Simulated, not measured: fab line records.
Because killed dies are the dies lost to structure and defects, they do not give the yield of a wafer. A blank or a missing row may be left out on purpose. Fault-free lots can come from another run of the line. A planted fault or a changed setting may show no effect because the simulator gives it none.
Which tool did it? | flow nand harc | 45 wafers from 15 lots sampled at 4 of the route's 1302 steps

## WHAT EACH GAUGE READ, for each wafer
NHARC_A_ONON_D1_THK_MEAS_11: measures by ellipsometry.
lot  | measured     | on            | thk nm (nm)
L395 | day 8 02:56  | film metro-01 | 1002 1003 1004
L396 | day 8 18:34  | film metro-01 | 1001 1000 1003
L398 | day 9 04:35  | film metro-02 | 986 985 988
L401 | day 10 05:19 | film metro-01 | 995 996 996
L405 | day 12 02:02 | film metro-01 | 997 997 996
L406 | day 12 08:39 | film metro-02 | 1001 998 997
L408 | day 12 23:58 | film metro-01 | 998 998 998
L409 | day 13 18:55 | film metro-01 | 989 989 989
L411 | day 14 18:58 | film metro-01 | 1001 1003 1003
L412 | day 14 18:59 | film metro-02 | 1006 1004 1006
L413 | day 15 09:19 | film metro-01 | 1004 1002 1003
L414 | day 15 15:53 | film metro-02 | 1012 1010 1012
L416 | day 16 14:11 | film metro-01 | 1003 1003 1004
L418 | day 17 09:27 | film metro-01 | 999 996 998
L417 | day 17 09:28 | film metro-02 | 993 991 991

NHARC_A_ONON_D1_THK_MEAS_14: measures by ellipsometry.
lot  | measured     | on            | thk nm (nm)
L395 | day 8 03:29  | film metro-02 | 1001 1001 1002
L396 | day 8 19:08  | film metro-01 | 1007 1008 1007
L398 | day 9 05:09  | film metro-02 | 1009 1011 1009
L401 | day 10 05:53 | film metro-01 | 995 997 998
L405 | day 12 02:38 | film metro-01 | 1000 1001 1002
L406 | day 12 09:13 | film metro-02 | 993 991 994
L408 | day 13 00:32 | film metro-02 | 995 993 995
L409 | day 13 19:29 | film metro-02 | 989 990 989
L411 | day 14 19:32 | film metro-01 | 1022 1022 1019
L412 | day 14 19:34 | film metro-02 | 1003 1005 1005
L413 | day 15 09:53 | film metro-01 | 1003 1002 1003
L414 | day 15 16:26 | film metro-02 | 997 996 998
L416 | day 16 14:44 | film metro-01 | 985 984 984
L418 | day 17 10:01 | film metro-02 | 998 1000 998
L417 | day 17 10:02 | film metro-01 | 993 991 991

NHARC_A_CHANNEL_HOLE_D1_INSPECT_12.
lot  | measured     | on                | raw defect count
L395 | day 8 17:10  | defect inspect-02 | 7 2 2
L396 | day 9 08:55  | defect inspect-02 | 12 7 7
L398 | day 9 18:55  | defect inspect-02 | 6 3 4
L401 | day 10 19:25 | defect inspect-02 | 9 9 5
L405 | day 12 20:01 | defect inspect-02 | 3 8 5
L406 | day 13 05:10 | defect inspect-02 | 8 4 4
L408 | day 13 13:56 | defect inspect-01 | 8 7 9
L409 | day 14 22:51 | defect inspect-01 | 3 6 6
L411 | day 15 09:47 | defect inspect-01 | 7 4 4
L412 | day 15 09:13 | defect inspect-01 | 6 1 8
L413 | day 15 23:31 | defect inspect-01 | 10 6 16
L414 | day 16 05:44 | defect inspect-02 | 0 9 6
L416 | day 17 03:17 | defect inspect-02 | 2 3 4
L418 | day 18 03:10 | defect inspect-01 | 6 5 7
L417 | day 18 02:01 | defect inspect-01 | 3 5 9

## TOOL THAT RAN EACH LOT (tool first, then ch and the chambers of the sampled wafers, then the start)
lot  | NHARC_A_CHANNEL_HOLE_D1_DEP_00
L395 | acl dep-01 ch 0, day 8 14:30
L396 | acl dep-02 ch 0, day 9 06:07
L398 | acl dep-01 ch 0, day 9 16:08
L401 | acl dep-01 ch 0, day 10 16:56
L405 | acl dep-03 ch 0, day 12 15:26
L406 | acl dep-02 ch 0, day 12 23:44
L408 | acl dep-03 ch 0, day 13 11:49
L409 | acl dep-03 ch 0, day 14 14:07
L411 | acl dep-03 ch 0, day 15 07:40
L412 | acl dep-01 ch 0, day 15 06:28
L413 | acl dep-02 ch 0, day 15 21:28
L414 | acl dep-01 ch 0, day 16 03:05
L416 | acl dep-03 ch 0, day 17 00:25
L418 | acl dep-02 ch 0, day 18 01:29
L417 | acl dep-01 ch 0, day 17 23:52
- NHARC_A_CHANNEL_HOLE_D1_DEP_00: deposits aC, target thk 3100 nm.

## AS READ BY THE TOOLS THEMSELVES (means over the sampled wafers that have a number; for cases with no such wafer, the mark the record gives instead)
NHARC_A_CHANNEL_HOLE_D1_DEP_00.
lot  | tool       | throttle valve pct (%)
L395 | acl dep-01 | 34.997
L396 | acl dep-02 | 35.001
L398 | acl dep-01 | 35.003
L401 | acl dep-01 | 35.007
L405 | acl dep-03 | 34.987
L406 | acl dep-02 | 35.005
L408 | acl dep-03 | 34.998
L409 | acl dep-03 | 34.995
L411 | acl dep-03 | 34.997
L412 | acl dep-01 | 35.003
L413 | acl dep-02 | 34.998
L414 | acl dep-01 | 35.001
L416 | acl dep-03 | 34.997
L418 | acl dep-02 | 34.996
L417 | acl dep-01 | 34.998

## THE ANSWER, worked out from the rows above alone
Rule: the usual values come from the lots themselves. Put in order of their means at a reading, lots are off if they are a third of the lots or fewer, leave a main group of 4 or more, and stand apart from it by a gap of 3 or more times the standard deviation of the main group's means; of several such gaps the widest counts. A main group is skipped when, at the precision printed for the reading in the tables above, its means are all equal. A lot without any number at a reading at which 4 lots or more have one is off too. Where the step has rows for the other lots, those lots are counted as sound. First the gauges in route order, then the tools' own readings, where a lot's mean is used as printed above. The first step at which some lot is off is used, and at that step the reading that is off furthest; a lot without a number counts as furthest.
None of the lots is off at any reading shown; this tells nothing.

## WHAT THE SIMULATOR HAD PUT IN
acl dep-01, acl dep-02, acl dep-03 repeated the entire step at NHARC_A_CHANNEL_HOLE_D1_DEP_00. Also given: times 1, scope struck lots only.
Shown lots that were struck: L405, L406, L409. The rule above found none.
